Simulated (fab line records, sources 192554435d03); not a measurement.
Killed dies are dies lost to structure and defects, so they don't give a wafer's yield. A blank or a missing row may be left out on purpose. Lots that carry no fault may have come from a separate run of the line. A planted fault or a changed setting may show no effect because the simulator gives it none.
fab line records	flow n5-finfet
record: lots: 9	wafers: 27	last-day: 17
route steps=1938 shown HKMG_FIN@435 BEOL_M4@1111 PASSIVATION@1936
lots that met no fault: taken from a fault-free run of the same line
start-h: the number of hours between the record's first day and the start of the first shown wafer of the lot	wait-h: hours elapsed since this lot's preceding step	" as in the row above	L1.1+2: a row that stands for several wafers	- no value, or no start was given	* or withheld: withheld	< > ~ a bound
route shown NAME@n: a module of which the file shows steps, and the number in the route of the first	usual: mean/standard deviation taken from wafers without a fault	same: alike in all rows	chamber/n: place in a boat	sites: the reading at each site	_std_site: the standard deviation of these	_edge_site: mean of outer sites minus mean of inner sites	radius-mm: for every site, how far away it sits from the centre of the wafer	mask NAME#n: copy n	behind: the last tool/chamber to shape the wafer	hold: cause of the lot's hold/its duration in hours/its outcome	device: the n, p or np transistor that did not switch	end of line: tests of these same wafers at the route's end	step lacking rows: just its recipe	killed: count of dies lost to structure and defects at first sort (not the wafer's yield)	map: shows each die of a wafer: x if killed, . if not, _ if none is there
set.NAME: setting as actually run; set.NAME@STEP: the setting as run at that earlier step	model.NAME: the simulator's own value behind a step, which no gauge read
the route's steps for a sample of lots (tables are steps, rows are wafers)
services: the hour from which a tool's chamber was out of use, counted from the record's first day as start-h (under 0 if before that day), plus the number of hours and why
== steps ==
step: N5_HKMG_FIN_ETCH_32
recipe: chemistry: N2/H2	target: SOC	target-depth-a: 2400	temp-c: 40	time-s: 300	ion-energy-ev: 200	mask-material: SiARC	pressure-mtorr: 30	source-w: 840	bias-w: 150	n2-flow-sccm: 200	h2-flow-sccm: 200
usual: drypump-motor-current-A: 5.9/0.35	oes-product-au: 0.78/0.1	rf-vpp-V: 523/3.3	showerhead-plenum-p-Torr: 2.51/0.12	throttle-valve-pct: 17.93/0.25
lot.wafer	tool	chamber	start-h	wait-h	drypump-motor-current-A	oes-product-au	rf-hours-counter-h	rf-vpp-V	showerhead-plenum-p-Torr	throttle-valve-pct
L772.2	rie-diel-05	0	86.80	0.0	5.3	0.72	203	519	2.42	18.33
L772.3	"	1	"	"	6.0	0.71	182	522	2.42	17.52
L772.4	"	2	"	"	5.4	0.69	242	520	2.40	17.93
L773.1	rie-diel-05	3	96.92	0.0	5.8	0.70	239	520	2.40	17.81
L773.3	"	1	"	"	6.0	0.70	185	520	2.42	17.52
L773.4	"	2	"	"	5.4	0.70	245	520	2.40	17.94
L778.1	rie-diel-03	1	130.88	0.0	5.9	0.68	246	526	2.61	18.45
L778.3	"	0	"	"	5.5	0.71	202	523	2.52	17.73
L778.5	"	1	"	"	5.9	0.68	-	528	2.62	18.44
L782.4	rie-diel-06	1	153.62	0.0	5.4	0.92	23	528	2.71	17.76
L782.5	"	3	"	"	6.5	0.98	-	522	2.51	17.65
L782.6	"	0	"	"	5.8	0.83	-	522	2.46	17.68
L783.1	rie-diel-06	3	155.60	0.0	6.5	0.97	1	524	2.51	17.65
L783.2	"	1	"	"	5.4	0.92	24	528	2.71	17.76
L783.5	"	1	"	"	5.4	0.91	-	529	2.71	17.77
L788.1	rie-diel-03	0	184.81	0.0	5.6	0.70	229	523	2.51	17.79
L788.3	"	3	"	"	6.2	0.77	120	527	2.67	18.03
L788.4	"	2	"	"	6.1	0.74	174	518	2.34	18.09
L789.3	rie-diel-03	1	194.49	0.0	5.9	0.93	17	525	2.61	18.07
L789.5	"	2	"	"	6.2	0.73	-	518	2.34	18.10
L789.6	"	1	"	"	5.9	0.94	-	524	2.61	18.06
L790.1	rie-diel-03	0	196.72	0.0	5.6	0.69	234	522	2.51	17.79
L790.2	"	2	"	"	6.1	0.73	178	518	2.33	18.09
L790.6	"	2	"	"	6.1	0.74	-	518	2.33	18.12
L791.2	rie-diel-05	2	205.85	0.0	5.4	0.95	11	528	2.71	17.55
L791.3	"	3	"	"	5.8	1.00	0	529	2.72	17.40
L791.5	"	3	"	"	5.9	1.01	-	529	2.72	17.41
step: N5_HKMG_FIN_STRIP_92
recipe: chemistry: N2/H2	material: SOC	time-s: 20	power-w: 500	temp-c: 40	pressure-mtorr: 50	rf-frequency-hz: 6e+07	bias-power-w: 8	h2-frac: 0.5	n2-flow-sccm: 300	h2-flow-sccm: 300
usual: drypump-motor-current-A: 5.9/0.35	oes-product-au: 0.78/0.1	rf-vpp-V: 54.1/0.96	showerhead-plenum-p-Torr: 3.32/0.15	throttle-valve-pct: 19.1/0.34
lot.wafer	tool	chamber	start-h	wait-h	drypump-motor-current-A	oes-product-au	rf-hours-counter-h	rf-vpp-V	showerhead-plenum-p-Torr	throttle-valve-pct
L772.2	rie-diel-05	0	87.16	0.1	5.3	0.73	203	53.6	3.20	19.6
L772.3	"	1	"	"	6.0	0.71	182	53.3	3.21	18.6
L772.4	"	2	"	"	5.4	0.70	242	52.4	3.17	19.0
L773.1	rie-diel-05	3	97.28	0.1	5.8	0.70	240	53.4	3.18	18.7
L773.3	"	1	"	"	5.9	0.70	185	53.5	3.20	18.5
L773.4	"	2	"	"	5.4	0.69	245	53.9	3.17	19.0
L778.1	rie-diel-03	1	131.24	0.1	5.9	0.67	246	54.8	3.45	19.7
L778.3	"	0	"	"	5.6	0.72	202	55.2	3.33	18.8
L778.5	"	1	"	"	5.9	0.67	-	55.6	3.45	19.7
L782.4	rie-diel-06	1	153.98	0.1	5.4	0.92	23	53.9	3.57	19.4
L782.5	"	3	"	"	6.5	0.97	-	53.9	3.32	18.9
L782.6	"	0	"	"	5.8	0.83	-	54.3	3.25	18.8
L783.1	rie-diel-06	3	155.96	0.1	6.5	0.97	2	53.6	3.32	18.9
L783.2	"	1	"	"	5.3	0.92	24	53.8	3.57	19.4
L783.5	"	1	"	"	5.4	0.91	-	55.4	3.57	19.4
L788.1	rie-diel-03	0	185.17	0.1	5.6	0.71	229	53.4	3.32	18.8
L788.3	"	3	"	"	6.2	0.77	121	55.5	3.51	19.0
L788.4	"	2	"	"	6.2	0.74	174	53.2	3.10	19.2
L789.3	rie-diel-03	1	194.85	0.1	5.9	0.93	17	53.8	3.44	19.3
L789.5	"	2	"	"	6.2	0.73	-	55.7	3.10	19.2
L789.6	"	1	"	"	5.9	0.93	-	54.4	3.44	19.3
L790.1	rie-diel-03	0	197.08	0.1	5.6	0.69	234	54.7	3.31	18.8
L790.2	"	2	"	"	6.1	0.74	179	55.1	3.09	19.2
L790.6	"	2	"	"	6.2	0.74	-	54.8	3.09	19.2
L791.2	rie-diel-05	2	206.21	0.1	5.4	0.95	11	54.0	3.57	18.6
L791.3	"	3	"	"	5.8	0.99	1	53.4	3.58	18.3
L791.5	"	3	"	"	5.9	1.00	-	54.3	3.58	18.3
step: N5_HKMG_FIN_COAT_85
recipe: resist: SOC	temp-c: 250	time-s: 60	spin-rpm: 1500	resist-thk-nm: 300
usual: dispense-pressure-kPa: 52.4/2	heater-power-total-W: 500.2/1.7	resist-line-temp-C: 23.01/0.11	spin-speed-rpm: 1499.9/1
lot.wafer	tool	chamber	start-h	wait-h	dispense-pressure-kPa	heater-power-total-W	resist-line-temp-C	spin-speed-rpm
L772.2	litho-track-02	0	88.01	0.2	54.5	502.7	22.95	1501.0
L772.3	"	0	"	"	54.5	500.4	23.10	1499.5
L772.4	"	0	"	"	54.4	503.3	23.14	1501.5
L773.1	litho-track-04	0	98.08	0.2	52.2	499.1	23.02	1501.8
L773.3	"	0	"	"	52.2	503.0	23.11	1500.4
L773.4	"	0	"	"	52.2	501.6	23.08	1501.2
L778.1	litho-track-02	0	132.04	0.2	54.5	497.7	23.02	1680.5
L778.3	"	0	"	"	54.5	502.7	23.08	1682.7
L778.5	"	0	"	"	54.5	499.3	22.95	1679.0
L782.4	litho-track-02	0	154.80	0.2	54.5	499.1	22.82	1679.9
L782.5	"	0	"	"	54.5	501.1	22.83	1679.9
L782.6	"	0	"	"	54.5	499.9	22.90	1681.9
L783.1	litho-track-03	0	156.81	0.2	50.0	499.3	23.23	1499.1
L783.2	"	0	"	"	50.1	498.0	23.06	1501.2
L783.5	"	0	"	"	50.0	498.5	23.18	1502.5
L788.1	litho-track-04	0	185.98	0.2	52.2	497.6	23.09	1499.1
L788.3	"	0	"	"	52.2	502.9	23.22	1500.7
L788.4	"	0	"	"	52.2	502.3	23.22	1500.2
L789.3	litho-track-03	0	195.67	0.2	50.0	501.8	23.13	1500.2
L789.5	"	0	"	"	50.0	501.4	23.02	1500.3
L789.6	"	0	"	"	50.0	499.5	23.03	1498.6
L790.1	litho-track-03	0	197.90	0.2	50.1	501.2	22.93	1499.1
L790.2	"	0	"	"	50.0	499.0	22.81	1499.6
L790.6	"	0	"	"	50.1	499.8	22.92	1500.8
L791.2	litho-track-04	0	207.02	0.2	52.3	502.3	22.96	1501.0
L791.3	"	0	"	"	52.2	501.3	23.03	1499.9
L791.5	"	0	"	"	52.2	500.7	23.03	1500.6
step: N5_HKMG_FIN_ETCH_67
recipe: chemistry: N2/H2	target: SOC	target-depth-a: 3889	stop-on: TiN	ion-energy-ev: 100	bias-w: 61	pressure-mtorr: 30	source-w: 850	n2-flow-sccm: 200	h2-flow-sccm: 200
usual: drypump-motor-current-A: 5.8/0.37	oes-product-au: 0.77/0.099	rf-vpp-V: 240.4/1.7	showerhead-plenum-p-Torr: 2.52/0.11	throttle-valve-pct: 17.87/0.27
lot.wafer	tool	chamber	start-h	wait-h	drypump-motor-current-A	oes-product-au	rf-hours-counter-h	rf-vpp-V	showerhead-plenum-p-Torr	throttle-valve-pct
L772.2	rie-diel-05	1	89.14	-	5.9	0.70	182	237.8	2.42	17.48
L772.3	"	0	"	"	5.3	0.72	204	237.9	2.42	18.32
L772.4	"	3	"	"	5.8	0.69	237	240.0	2.40	17.77
L773.1	rie-diel-05	1	99.23	-	5.9	0.70	185	238.3	2.42	17.50
L773.3	"	3	"	"	5.8	0.68	240	237.6	2.40	17.79
L773.4	"	2	"	"	5.4	0.69	245	238.8	2.40	17.90
L778.1	rie-diel-05	0	133.50	-	5.3	0.72	215	239.0	2.41	18.35
L778.3	"	3	"	"	5.8	0.69	248	238.9	2.40	17.80
L778.5	"	3	"	"	5.8	0.69	-	239.9	2.40	17.81
L782.4	rie-diel-06	0	156.02	-	5.8	0.81	92	239.5	2.46	17.64
L782.5	"	2	"	"	6.3	0.68	-	239.1	2.51	18.03
L782.6	"	1	"	"	5.4	0.90	-	244.2	2.71	17.74
L783.1	rie-diel-06	3	158.55	-	6.5	0.95	3	240.5	2.51	17.62
L783.2	"	2	"	"	6.3	0.68	250	239.6	2.50	18.04
L783.5	"	1	"	"	5.4	0.89	-	243.5	2.70	17.74
L788.1	rie-diel-03	3	187.12	-	6.1	0.75	121	243.3	2.67	18.01
L788.3	"	0	"	"	5.5	0.69	230	240.1	2.51	17.77
L788.4	"	1	"	"	5.9	0.93	14	242.2	2.61	18.04
L789.3	rie-diel-05	1	196.95	-	6.0	0.68	203	239.2	2.41	17.54
L789.5	"	1	"	"	5.9	0.69	-	240.2	2.41	17.52
L789.6	"	2	"	"	5.4	0.95	-	243.9	2.71	17.54
L790.1	rie-diel-03	2	199.03	-	6.1	0.72	180	238.8	2.33	18.09
L790.2	"	1	"	"	5.9	0.91	20	241.9	2.60	18.05
L790.6	"	2	"	"	6.2	0.73	-	237.5	2.33	18.06
L791.2	rie-diel-06	1	208.34	-	5.3	0.85	49	241.4	2.69	17.80
L791.3	"	0	"	"	5.8	0.79	116	239.7	2.45	17.69
L791.5	"	2	"	"	6.3	0.94	-	241.1	2.50	17.63
step: N5_BEOL_M4_RC_MEAS_101
usual: DIBL_N: 35.9/1.3	DIBL_P: 36.3/1.5	IOFF_N: 0.153/0.023	IOFF_P: 0.208/0.028	ION_N: 672/9.7	ION_P: 462/6.6	SS_N: 71.5/0.53	SS_P: 73.3/0.59	VT_N: 250.4/2.7	VT_P: -250.5/3
lot.wafer	tool	chamber	start-h	wait-h	DIBL_N[mV/V]	DIBL_P[mV/V]	IOFF_N[nA/um]	IOFF_P[nA/um]	ION_N[uA/um]	ION_P[uA/um]	SS_N[mV/dec]	SS_P[mV/dec]	VT_N[mV]	VT_P[mV]
L772.2	prober-02	0	194.10	0.2	34.1	36.7	0.150	0.207	674	467	71.5	73.5	247.2	-250.3
L772.3	"	0	"	"	33.4	36.1	0.139	0.206	665	463	71.5	73.4	248.8	-250.9
L772.4	"	0	"	"	34.4	36.6	0.148	0.195	664	455	71.6	73.8	246.3	-252.2
L773.1	prober-01	0	200.32	0.0	37.3	37.6	0.186	0.275	672	470	72.6	73.6	245.2	-245.2
L773.3	"	0	"	"	35.1	34.8	0.148	0.214	670	469	71.1	72.8	250.7	-248.0
L773.4	"	0	"	"	38.7	39.2	0.218	0.307	690	478	73.0	73.3	246.7	-243.2
L778.1	prober-02	0	231.53	0.0	35.5	35.2	0.133	0.188	660	453	71.2	72.8	253.5	-253.0
L778.3	"	0	"	"	36.2	35.9	0.149	0.192	670	458	71.2	73.1	252.0	-255.0
L778.5	"	0	"	"	35.2	35.0	0.128	0.180	664	452	71.2	73.4	255.7	-255.7
L782.4	prober-02	0	251.67	0.5	36.8	35.5	0.161	0.211	677	454	71.4	74.0	253.2	-251.8
L782.5	"	0	"	"	34.5	33.3	0.123	0.178	660	452	71.1	72.7	253.4	-253.1
L782.6	"	0	"	"	35.1	33.3	0.129	0.176	659	454	71.6	73.3	254.8	-253.2
L783.1	prober-02	0	274.79	0.0	34.4	34.2	0.117	0.164	656	447	70.8	72.5	253.0	-251.7
L783.2	"	0	"	"	36.0	36.0	0.137	0.192	656	452	71.7	72.9	252.0	-252.3
L783.5	"	0	"	"	37.2	37.4	0.153	0.211	666	456	71.6	73.3	251.0	-252.4
L789.3	prober-01	0	303.42	0.8	33.7	34.3	0.136	0.213	665	462	70.9	73.3	251.6	-247.8
L789.5	"	0	"	"	33.9	34.7	0.137	0.212	670	466	70.4	72.4	250.3	-248.5
L789.6	"	0	"	"	34.0	35.1	0.144	0.223	686	476	71.5	73.6	251.4	-245.7
L788.1	prober-02	0	304.84	0.0	34.6	34.6	0.142	0.180	679	461	70.4	72.8	248.7	-251.5
L788.3	"	0	"	"	36.1	35.9	0.158	0.198	679	460	71.5	73.5	250.2	-250.3
L788.4	"	0	"	"	35.8	36.2	0.146	0.207	666	456	71.8	73.4	252.1	-248.1
L790.1	prober-01	0	309.20	0.0	35.8	38.0	0.168	0.216	673	462	71.5	73.4	249.3	-252.6
L790.2	"	0	"	"	32.8	34.6	0.121	0.176	669	460	71.3	72.8	251.3	-253.5
L790.6	"	0	"	"	34.9	37.1	0.152	0.203	685	474	71.5	73.5	252.4	-249.4
L791.2	prober-02	0	313.32	0.2	37.1	38.5	0.190	0.239	690	472	71.4	74.4	247.0	-248.6
L791.3	"	0	"	"	36.4	37.5	0.170	0.215	691	468	71.4	74.6	248.6	-250.0
L791.5	"	0	"	"	36.6	37.4	0.165	0.209	679	462	71.7	73.0	249.0	-248.8
step: N5_PASSIVATION_PROBE_49
usual: defect-limited-yield: 91.1/1.5	killed_at_M0_to_M3: 35/9.5	killed_at_M4_up: 13/5.2	killed-at-contacts: 12/6.1	killed-at-front-end: 41/14	killed-at-other: 3.8/2.9	killed-dies: 105/17	killed-open: 70/13	killed-short: 33/8.4	sort_bin_5_function: 5.1/0.97	sort_bin_6_memory: 3.4/0.69	sort-n-pass: 1075/17	sort-yield-pct: 91.1/1.5
same: gross-dies: 1180	killed-at-back-side: 0	sort_bin_4_leakage[%]: 0	sort_bin_8_speed[%]: 0
lot.wafer	tool	chamber	start-h	wait-h	defect-limited-yield[%]	killed_at_M0_to_M3	killed_at_M4_up	killed-at-contacts	killed-at-front-end	killed-at-other	killed-dies	killed-open	killed-short	sort_bin_5_function[%]	sort_bin_6_memory[%]	sort-n-pass	sort-yield-pct[%]
L772.2	prober-02	-	298.25	0.1	90.2	49	8	14	35	10	116	69	47	5.9	3.6	1064	90.2
L772.3	prober-02	-	298.30	0.1	89.9	51	14	7	45	2	119	72	46	5.8	3.8	1061	89.9
L772.4	prober-02	-	298.35	0.2	91.3	35	7	10	47	4	103	60	42	4.6	3.9	1077	91.3
L773.1	prober-01	-	302.81	0.3	89.3	51	17	10	45	3	126	96	30	6.3	4.1	1054	89.3
L773.3	prober-01	-	302.91	0.4	90.3	54	14	6	37	3	114	75	36	5.7	3.7	1066	90.3
L773.4	prober-01	-	302.96	0.5	89.7	28	12	17	61	3	121	81	40	5.4	4.5	1059	89.7
L778.1	prober-01	-	344.57	0.0	89.6	32	22	16	52	1	123	84	34	5.5	4.7	1057	89.6
L778.3	prober-01	-	344.67	0.1	90.8	31	17	14	44	3	109	71	30	4.8	3.6	1071	90.8
L778.5	prober-01	-	344.77	0.2	89.2	37	15	18	53	5	128	94	34	6.7	4.1	1052	89.2
L782.4	prober-01	-	355.32	0.2	91.4	36	11	15	29	10	101	63	36	5.1	3.1	1079	91.4
L782.5	prober-01	-	355.37	0.2	93.1	30	8	6	30	7	81	50	29	3.3	3.1	1099	93.1
L782.6	prober-01	-	355.42	0.3	89.8	31	12	20	48	9	120	80	37	5.3	4.7	1060	89.8
L783.1	prober-01	-	373.97	0.0	89.4	30	14	20	54	7	125	81	42	6.0	4.0	1055	89.4
L783.2	prober-01	-	374.02	0.1	90.5	35	11	8	52	6	112	73	38	4.6	4.7	1068	90.5
L783.5	prober-01	-	374.17	0.2	90.1	37	17	14	49	0	117	84	30	6.1	3.5	1063	90.1
L789.3	prober-02	-	411.70	0.1	88.2	39	20	18	60	2	139	91	41	6.8	4.2	1041	88.2
L789.5	prober-02	-	411.80	0.2	92.5	26	11	11	38	3	89	56	27	4.1	3.1	1091	92.5
L789.6	prober-02	-	411.85	0.3	88.4	30	22	25	59	1	137	94	38	6.6	4.7	1043	88.4
L788.1	prober-01	-	411.93	0.0	91.0	22	4	15	61	4	106	78	27	5.0	3.8	1074	91.0
L788.3	prober-01	-	412.03	0.1	88.6	37	12	11	71	3	134	94	40	6.6	4.7	1046	88.6
L788.4	prober-01	-	412.08	0.2	90.4	25	13	7	60	8	113	83	30	5.9	3.4	1067	90.4
L791.2	prober-01	-	416.84	0.1	93.1	46	12	6	13	5	82	66	15	4.7	2.1	1098	93.1
L791.3	prober-01	-	416.89	0.1	92.1	34	11	8	33	7	93	55	38	3.8	3.6	1087	92.1
L791.5	prober-01	-	416.99	0.2	92.7	32	7	11	25	11	86	53	30	4.3	2.7	1094	92.7
L790.1	prober-01	-	417.66	0.0	92.4	38	21	8	22	1	90	57	30	4.7	2.8	1090	92.4
L790.2	prober-01	-	417.71	0.1	93.0	26	22	10	23	2	83	63	20	4.3	2.5	1097	93.0
L790.6	prober-01	-	417.91	0.3	92.4	24	25	10	30	1	90	56	29	4.5	2.4	1090	92.4
killed by level:class
L772.2 BEOL_M0_SAQP:geometric-particle:short=11 BEOL_M1:geometric-particle:open=10 MOL_CONTACT_COAG:geometric-particle:open=9 FIN_SAQP:geometric-particle:short=8 BEOL_M0_SAQP:geometric-particle:open=7 STI_FIN_REVEAL:geometric-particle:open=6 BEOL_M2:geometric-particle:open=6 BEOL_M3:geometric-particle:open=6
L772.3 FIN_SAQP:geometric-particle:short=14 BEOL_M3:geometric-particle:open=8 BEOL_M0_SAQP:geometric-particle:open=8 BEOL_M1:geometric-particle:open=8 BEOL_M2:geometric-particle:open=8 GATE_CUT:geometric-particle:short=7 GATE_CUT:geometric-particle:open=7 FIN_SAQP:geometric-particle:open=6
L772.4 FIN_SAQP:geometric-particle:short=12 BEOL_M2:geometric-particle:open=10 FIN_SAQP:geometric-particle:open=9 MOL_CONTACT_COAG:geometric-particle:open=8 BEOL_M1:geometric-particle:open=8 GATE_CUT:geometric-particle:short=6 BEOL_M0_SAQP:geometric-particle:short=6 STI_FIN_REVEAL:geometric-particle:open=5
L773.1 FIN_SAQP:geometric-particle:open=14 BEOL_M4:geometric-particle:open=13 DUMMY_GATE:geometric-particle:open=11 BEOL_M3:geometric-particle:open=10 MOL_CONTACT_COAG:geometric-particle:open=8 BEOL_M2:geometric-particle:open=8 STI_FIN_REVEAL:geometric-particle:open=7 BEOL_M0_SAQP:geometric-particle:open=6
L773.3 BEOL_M1:geometric-particle:open=17 BEOL_M0_SAQP:geometric-particle:short=9 BEOL_M0_SAQP:geometric-particle:open=9 DUMMY_GATE:geometric-particle:open=8 BEOL_M2:geometric-particle:open=7 FIN_SAQP:geometric-particle:open=6 BEOL_M4:geometric-particle:open=5 FIN_SAQP:geometric-particle:short=4
L773.4 DUMMY_GATE:geometric-particle:open=19 STI_FIN_REVEAL:geometric-particle:open=12 MOL_CONTACT_COAG:geometric-particle:open=11 FIN_SAQP:geometric-particle:open=10 BEOL_M0_SAQP:geometric-particle:open=10 BEOL_M0_SAQP:geometric-particle:short=7 MOL_CONTACT_COAG:geometric-particle:short=6 BEOL_M4:geometric-particle:open=6
L778.1 STI_FIN_REVEAL:geometric-particle:open=18 FIN_SAQP:geometric-particle:open=12 BEOL_M2:geometric-particle:open=12 FIN_SAQP:geometric-particle:short=11 MOL_CONTACT_COAG:geometric-particle:open=11 BEOL_M1:geometric-particle:open=6 MOL_CONTACT_COAG:geometric-particle:short=5 BEOL_M4:geometric-particle:open=4
L778.3 MOL_CONTACT_COAG:geometric-particle:open=11 STI_FIN_REVEAL:geometric-particle:open=9 BEOL_M2:geometric-particle:open=7 FIN_SAQP:geometric-particle:short=6 FIN_SAQP:geometric-particle:open=6 DUMMY_GATE:geometric-particle:open=6 BEOL_M1:geometric-particle:open=5 HKMG_FIN:area-etch=5
L778.5 STI_FIN_REVEAL:geometric-particle:open=25 MOL_CONTACT_COAG:geometric-particle:open=17 BEOL_M1:geometric-particle:open=9 BEOL_M4:geometric-particle:open=9 STI_FIN_REVEAL:geometric-particle:short=7 BEOL_M0_SAQP:geometric-particle:short=7 BEOL_M2:geometric-particle:open=7 GATE_CUT:geometric-particle:short=5
L782.4 MOL_CONTACT_COAG:geometric-particle:open=14 STI_FIN_REVEAL:geometric-particle:open=13 BEOL_M0_SAQP:geometric-particle:short=8 BEOL_M0_SAQP:geometric-particle:open=6 BEOL_M2:geometric-particle:short=6 BEOL_M1:geometric-particle:open=5 BEOL_M7:geometric-particle:open=5 BEOL_M3:geometric-particle:open=4
L782.5 STI_FIN_REVEAL:geometric-particle:open=11 BEOL_M1:geometric-particle:open=9 BEOL_M0_SAQP:geometric-particle:short=7 STI_FIN_REVEAL:geometric-particle:short=5 GATE_CUT:geometric-particle:short=5 MOL_CONTACT_COAG:geometric-particle:open=5 GATE_CUT:geometric-particle:open=4 PASS1_CAP:geometric-particle:open=4
L782.6 STI_FIN_REVEAL:geometric-particle:open=13 MOL_CONTACT_COAG:geometric-particle:open=12 BEOL_M1:geometric-particle:open=10 DUMMY_GATE:geometric-particle:open=9 MOL_CONTACT_COAG:geometric-particle:short=8 BEOL_M0_SAQP:geometric-particle:open=6 BEOL_M4:geometric-particle:open=6 STI_FIN_REVEAL:geometric-particle:short=5
L783.1 MOL_CONTACT_COAG:geometric-particle:open=16 GATE_CUT:geometric-particle:short=13 BEOL_M3:geometric-particle:open=11 STI_FIN_REVEAL:geometric-particle:open=8 GATE_CUT:geometric-particle:open=8 DUMMY_GATE:geometric-particle:open=6 BEOL_M3:geometric-particle:short=6 ILD0:geometric-particle:open=4
L783.2 BEOL_M3:geometric-particle:open=17 GATE_CUT:geometric-particle:open=10 GATE_CUT:geometric-particle:short=10 DUMMY_GATE:geometric-particle:open=8 FIN_SAQP:geometric-particle:open=7 FIN_SAQP:geometric-particle:short=6 MOL_CONTACT_COAG:geometric-particle:open=5 BEOL_M0_SAQP:geometric-particle:open=5
L783.5 MOL_CONTACT_COAG:geometric-particle:open=11 STI_FIN_REVEAL:geometric-particle:open=11 BEOL_M3:geometric-particle:open=11 FIN_SAQP:geometric-particle:short=9 BEOL_M0:geometric-particle:open=8 FIN_SAQP:geometric-particle:open=7 GATE_CUT:geometric-particle:open=7 BEOL_M3:geometric-particle:short=6
L789.3 MOL_CONTACT_COAG:geometric-particle:open=14 FIN_SAQP:geometric-particle:open=12 STI_FIN_REVEAL:geometric-particle:open=12 FIN_SAQP:geometric-particle:short=9 BEOL_M2:geometric-particle:open=8 BEOL_M4:geometric-particle:open=7 BEOL_M1:geometric-particle:open=7 BEOL_M3:geometric-particle:open=7
L789.5 MOL_CONTACT_COAG:geometric-particle:open=8 BEOL_M3:geometric-particle:open=8 STI_FIN_REVEAL:geometric-particle:open=6 FIN_SAQP:geometric-particle:open=5 GATE_CUT:geometric-particle:short=5 FIN_SAQP:geometric-particle:short=4 BEOL_M0_SAQP:geometric-particle:open=4 BEOL_M6:geometric-particle:open=4
L789.6 MOL_CONTACT_COAG:geometric-particle:open=23 FIN_SAQP:geometric-particle:open=16 FIN_SAQP:geometric-particle:short=13 BEOL_M0_SAQP:geometric-particle:open=10 BEOL_M0_SAQP:geometric-particle:short=7 BEOL_M4:geometric-particle:open=6 BEOL_M5:geometric-particle:open=6 STARTING-WAFER:geometric-particle:open=5
L788.1 STI_FIN_REVEAL:geometric-particle:open=33 MOL_CONTACT_COAG:geometric-particle:open=12 FIN_SAQP:geometric-particle:open=7 BEOL_M1:geometric-particle:open=7 BEOL_M0_SAQP:geometric-particle:short=5 GATE_CUT:geometric-particle:short=5 FIN_SAQP:geometric-particle:short=4 STI_FIN_REVEAL:geometric-particle:short=4
L788.3 STI_FIN_REVEAL:geometric-particle:open=19 FIN_SAQP:geometric-particle:open=12 MOL_CONTACT_COAG:geometric-particle:open=11 GATE_CUT:geometric-particle:short=10 BEOL_M0_SAQP:geometric-particle:open=10 FIN_SAQP:geometric-particle:short=9 DUMMY_GATE:geometric-particle:open=7 BEOL_M1:geometric-particle:open=6
L788.4 STI_FIN_REVEAL:geometric-particle:open=25 FIN_SAQP:geometric-particle:open=10 STI_FIN_REVEAL:geometric-particle:short=8 BEOL_M1:geometric-particle:open=8 DUMMY_GATE:geometric-particle:open=7 BEOL_M0_SAQP:geometric-particle:open=7 BEOL_M4:geometric-particle:open=6 MOL_CONTACT_COAG:geometric-particle:open=6
L791.2 BEOL_M3:geometric-particle:open=15 BEOL_M1:geometric-particle:open=14 BEOL_M0_SAQP:geometric-particle:open=8 BEOL_M2:geometric-particle:open=4 BEOL_M8:geometric-particle:open=4 STARTING-WAFER:geometric-particle:open=4 DUMMY_GATE:geometric-particle:open=3 MOL_CONTACT_COAG:geometric-particle:open=3
L791.3 FIN_SAQP:geometric-particle:short=8 BEOL_M0_SAQP:geometric-particle:open=8 BEOL_M0_SAQP:geometric-particle:short=8 FIN_SAQP:geometric-particle:open=6 MOL_CONTACT_COAG:geometric-particle:open=6 BEOL_M4:geometric-particle:open=5 SDB:geometric-particle:open=4 BEOL_M2:geometric-particle:short=4
L791.5 MOL_CONTACT_COAG:geometric-particle:open=9 DUMMY_GATE:geometric-particle:open=8 BEOL_M1:geometric-particle:open=6 STI_FIN_REVEAL:geometric-particle:open=5 BEOL_M0_SAQP:geometric-particle:open=5 BEOL_M0:geometric-particle:short=4 BEOL_M1:geometric-particle:short=4 MIM_BOT:geometric-particle:open=3
L790.1 BEOL_M3:geometric-particle:open=10 BEOL_M4:geometric-particle:open=7 BEOL_M0_SAQP:geometric-particle:open=7 MOL_CONTACT_COAG:geometric-particle:open=6 BEOL_M0_SAQP:geometric-particle:short=6 GATE_CUT:geometric-particle:short=5 STARTING-WAFER:geometric-particle:open=5 STI_FIN_REVEAL:geometric-particle:open=4
L790.2 MOL_CONTACT_COAG:geometric-particle:open=10 BEOL_M3:geometric-particle:open=9 BEOL_M4:geometric-particle:open=9 STI_FIN_REVEAL:geometric-particle:open=6 FIN_SAQP:geometric-particle:open=5 BEOL_M2:geometric-particle:open=5 FIN_SAQP:geometric-particle:short=4 BEOL_M7:geometric-particle:open=4
L790.6 BEOL_M4:geometric-particle:open=12 STI_FIN_REVEAL:geometric-particle:open=8 MOL_CONTACT_COAG:geometric-particle:open=8 HKMG_FIN:area-etch=5 BEOL_M2:geometric-particle:short=4 BEOL_M2:geometric-particle:open=4 BEOL_M3:geometric-particle:open=4 STARTING-WAFER:geometric-particle:short=4
== services ==
tool	chamber	start-h	hours	kind
rie-diel-06	1	87.45	-	clean
rie-diel-06	1	87.45	-	consumable-replace:focus-ring
rie-diel-06	1	87.45	-	consumable-replace:showerhead
rie-diel-06	1	87.45	24.6	scheduled-down
rie-diel-06	1	87.45	24.6	vent-cycle
rie-diel-05	2	111.77	-	clean
rie-diel-05	2	111.77	-	consumable-replace:focus-ring
rie-diel-05	2	111.77	-	consumable-replace:showerhead
rie-diel-05	2	111.77	13.0	scheduled-down
rie-diel-05	2	111.77	13.0	vent-cycle
rie-diel-05	-	117.79	14.6	pm
rie-diel-06	0	131.83	6.3	repair
rie-diel-03	1	141.03	-	clean
rie-diel-03	1	141.03	-	consumable-replace:focus-ring
rie-diel-03	1	141.03	15.4	scheduled-down
rie-diel-03	1	141.03	15.4	vent-cycle
rie-diel-05	-	143.02	12.1	repair
rie-diel-03	0	160.20	1.9	repair
rie-diel-05	2	178.77	4.2	repair
rie-diel-05	3	182.95	-	clean
rie-diel-05	3	182.95	-	consumable-replace:focus-ring
rie-diel-05	3	182.95	-	consumable-replace:showerhead
rie-diel-05	3	182.95	21.1	scheduled-down
rie-diel-05	3	182.95	21.1	vent-cycle
== key ==
first-sign: step: N5_HKMG_FIN_COAT_85	reading: spin-speed-rpm	direction: up	sigmas: 99+	usual: *	struck: *
effect none on later readings
met-at N5_HKMG_FIN_COAT_85
struck-lots L778,L782
not-acting-at N5_HKMG_FIN_ETCH_32,N5_HKMG_FIN_STRIP_92,N5_HKMG_FIN_ETCH_67
onset-between 88.01 132.04
fault: kind: process-parameter-drift	tool: litho-track-02	chamber: -	onset-h: 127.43	steps: N5_HKMG_FIN_COAT_85	channel: spin-rpm	offset: *	shape: step	end-h: 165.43	acts-in: *	stated: *
